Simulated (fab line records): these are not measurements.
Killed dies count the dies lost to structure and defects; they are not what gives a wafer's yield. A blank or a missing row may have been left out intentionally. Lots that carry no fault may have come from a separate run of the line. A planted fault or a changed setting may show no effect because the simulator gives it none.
Comparing a struck lot with a sound one || flow n5_finfet || 15 out of 1938 route steps
Sound: these wafers, L257.1, L257.2, L257.6. Struck: wafer L268.3. (L268.2, L268.5 of the same lot were not struck and are left out.) The cause comes at the end.
Each step with rows lists, per side, the tool, then ch with its chambers, then its first start. Under that, the readings that differ: sound wafers || struck wafers || difference of the means || sigmas: that difference in standard deviations of wafers without a fault.
alike: same words and numbers on both sides, and readings whose means sit less than 2 such deviations apart. not compared: any withheld reading, any reading some wafer has no value for, any bound like >300 that may hide the same value, and any number with overlapping values for which the record gives no deviation.
Wherever a step has rows on one side only, a row that says differs or no value, or a row with sigmas, the two part there. Non-overlapping numbers with no deviation appear without sigmas and do not part them. Lack of a reading on every wafer of one side parts them only where that side has two or more wafers.

first, 3 steps without rows for these wafers: N5_PMOS_HMC_CHANNEL_EPI_EXPOSE_06 (exposes mask PMOS HMC BLK, target cd 240 nm); N5_PMOS_HMC_CHANNEL_EPI_PEB_07 (peb time 60 s); N5_PMOS_HMC_CHANNEL_EPI_DEVELOP_08 (develop time 30 s).
N5_PMOS_HMC_CHANNEL_EPI_CD_MEAS_09: target cd 237.4 nm.
  sound on cd_sem-03 ch 0, day 2 17:29; struck on cd_sem-03 ch 0, day 5 11:52
  alike: cd_nm
N5_PMOS_HMC_CHANNEL_EPI_OVL_MEAS_10:
  sound on overlay-01 ch 0, day 2 17:31; struck on overlay-01 ch 0, day 5 11:54
  alike: PMOS_HMC_BLK_OVL
N5_PMOS_HMC_CHANNEL_EPI_INSPECT_11: inspects for defects (macro).
  sound on defect_inspect-02 at day 2 17:32; struck on defect_inspect-01 at day 5 11:55
  alike: raw_defect_count
N5_PMOS_HMC_CHANNEL_EPI_DESCUM_14: chemistry O2, time 7.9 s.
  sound on rie_diel-02 ch 2,3, day 2 17:34; struck on rie_diel-04 ch 0, day 5 12:43
{"reading": "throttle_valve_pct (%)", "sound": "20.30 20.30 20.30", "struck": 20.84, "difference": "+0.54", "sigmas": "+3"}
  alike: drypump_motor_current_A, oes_product_au, rf_vpp_V, showerhead_plenum_p_Torr
  not compared: rf_hours_counter_h
N5_PMOS_HMC_CHANNEL_EPI_ETCH_32: etches BARC in N2/H2, stops on SiO2, target depth 85.8 nm, time 50.3 s.
  sound on rie_diel-02 ch 2,3, day 2 17:36; struck on rie_diel-04 ch 0, day 5 12:45
{"reading": "throttle_valve_pct (%)", "sound": "17.81 17.69 17.71", "struck": 18.11, "difference": "+0.37", "sigmas": "+2"}
  alike: bias_w, drypump_motor_current_A, oes_product_au, rf_vpp_V, showerhead_plenum_p_Torr
  not compared: rf_hours_counter_h
N5_PMOS_HMC_CHANNEL_EPI_HM_OPEN_15: chemistry CHF3/O2, target SiO2, target depth 40.6 nm, time 20.3 s.
  sound on rie_diel-02 ch 2,3, day 2 17:38; struck on rie_diel-04 ch 0, day 5 12:47
{"reading": "throttle_valve_pct (%)", "sound": "18.81 18.74 18.72", "struck": 19.12, "difference": "+0.36", "sigmas": "+3"}
  alike: bias_w, drypump_motor_current_A, oes_product_au, rf_vpp_V, showerhead_plenum_p_Torr
  not compared: rf_hours_counter_h
N5_PMOS_HMC_CHANNEL_EPI_STRIP_33: strips in N2/H2.
  sound on rie_diel-02 ch 2,3, day 2 17:42; struck on rie_diel-04 ch 0, day 5 12:51
  alike: drypump_motor_current_A, oes_product_au, power_w, rf_vpp_V, showerhead_plenum_p_Torr, throttle_valve_pct
  not compared: rf_hours_counter_h
then, 1 step without rows for these wafers: N5_PMOS_HMC_CHANNEL_EPI_STRIP_17 (strips in SPM, time 750 s).
N5_PMOS_HMC_CHANNEL_EPI_ETCH_38: etches SiO2 in CF4, target depth 1.5 nm.
  sound on rie_si-04 ch 1,3, day 2 18:00; struck on rie_si-04 ch 2, day 5 13:09
  alike: bias_w, drypump_motor_current_A, oes_product_au, throttle_valve_pct
  not compared: rf_hours_counter_h
N5_PMOS_HMC_CHANNEL_EPI_FIN_RECESS_16: chemistry HBr/Cl2, target Si, target depth 54 nm, time 18 s.
  sound on rie_si-04 ch 1,3, day 2 18:01; struck on rie_si-04 ch 2, day 5 13:10
{"reading": "model.PMOS_HMC_CHANNEL_EPI.feature_depth_nm (nm)", "sound": "54.43 55.13 54.81", "struck": 52.2, "difference": -2.6, "sigmas": ""}
{"reading": "model.etch.depth_nm (nm)", "sound": "54.43 55.13 54.81", "struck": 52.2, "difference": -2.6, "sigmas": ""}
  alike: drypump_motor_current_A, oes_product_au, throttle_valve_pct
  not compared: bias_w, rf_hours_counter_h
then, 1 step without rows for these wafers: N5_PMOS_HMC_CHANNEL_EPI_PRECLEAN_36 (cleans in O3/DIW, time 45 s).
-- record jumps: 10 days separate the struck wafers' starts on either side; left off in module PMOS_HMC_CHANNEL_EPI, taken up again in module PASSIVATION, whose first shown step is the route's number 1936 --
N5_PASSIVATION_PROBE_49:
  sound on prober-02 at day 12 16:47; struck on prober-02 at day 15 19:34
  alike: killed_at_M0_to_M3, killed_at_M4_up, killed_at_contacts, killed_at_front_end, killed_at_other, killed_dies, killed_open, killed_short

== WHERE THEY PART ==
First at N5_PMOS_HMC_CHANNEL_EPI_DESCUM_14; last, within this record, at N5_PMOS_HMC_CHANNEL_EPI_HM_OPEN_15. Later steps at which nothing parts them and some readings are alike: N5_PMOS_HMC_CHANNEL_EPI_STRIP_33, N5_PMOS_HMC_CHANNEL_EPI_ETCH_38, N5_PMOS_HMC_CHANNEL_EPI_FIN_RECESS_16, N5_PASSIVATION_PROBE_49.

WHY: the cause the simulator had injected
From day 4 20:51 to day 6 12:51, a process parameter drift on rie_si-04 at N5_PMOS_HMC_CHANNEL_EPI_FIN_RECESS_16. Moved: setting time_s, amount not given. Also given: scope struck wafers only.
